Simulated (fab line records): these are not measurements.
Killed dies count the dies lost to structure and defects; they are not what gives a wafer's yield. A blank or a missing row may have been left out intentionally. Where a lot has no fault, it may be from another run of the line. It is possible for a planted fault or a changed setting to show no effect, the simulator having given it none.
Chamber matching ; flow n5 finfet ; N5_BEOL_M6_ILD_DEP_00 on pecvd-01: 3 sister chambers
The step deposits SiCOH lowk from DEMS/porogen, target thk 179.75 nm, time 33.4 s. 6 wafers are shown with their chamber, then 12 later ones without.

== EACH WAFER AND ITS CHAMBER ==
wafer;chamber;throttle valve pct (%);heater power w (W)
L081.4;2;13.4;285
L083.4;2;13.1;285
L083.6;0;14.1;276
L085.3;1;16.2;320
L085.4;0;14.1;294
L085.5;1;15.9;323

== WAFERS WITH NO CHAMBER GIVEN ==
wafer;throttle valve pct (%);heater power w (W)
L086.1;13.3;316
L086.4;13.2;320
L086.5;16.0;265
L088.1;13.9;288
L088.4;16.0;337
L088.6;13.3;304
L091.2;15.9;311
L091.3;13.1;302
L091.4;15.8;314
L094.2;15.7;340
L094.4;13.1;299
L094.5;14.2;274

== CHAMBER TAKEN BY EACH ==
wafer;from the rows above;in truth
L086.1;2;2
L086.4;2;2
L086.5;1;1
L088.1;0;0
L088.4;1;1
L088.6;2;2
L091.2;1;1
L091.3;2;2
L091.4;1;1
L094.2;1;1
L094.4;2;2
L094.5;0;0
Correct placement for 12 of the 12. Can't be placed from these rows: 0. Wrongly placed: 0.
How it was worked out, from the rows above alone: a wafer's distance from a chamber is the root of the sum, over the readings, of the square of ((its reading less the chamber's mean) divided by the reading's scatter). If the next closest chamber is less than 2 further off than the closest, the wafer can't be placed; otherwise it belongs to the closest. For every chamber, the mean is computed from those of its wafers that are shown. The scatter is the square root of a quotient: the sum, over the shown wafers, of each reading's squared deviation from its chamber's mean, divided by wafers minus chambers.
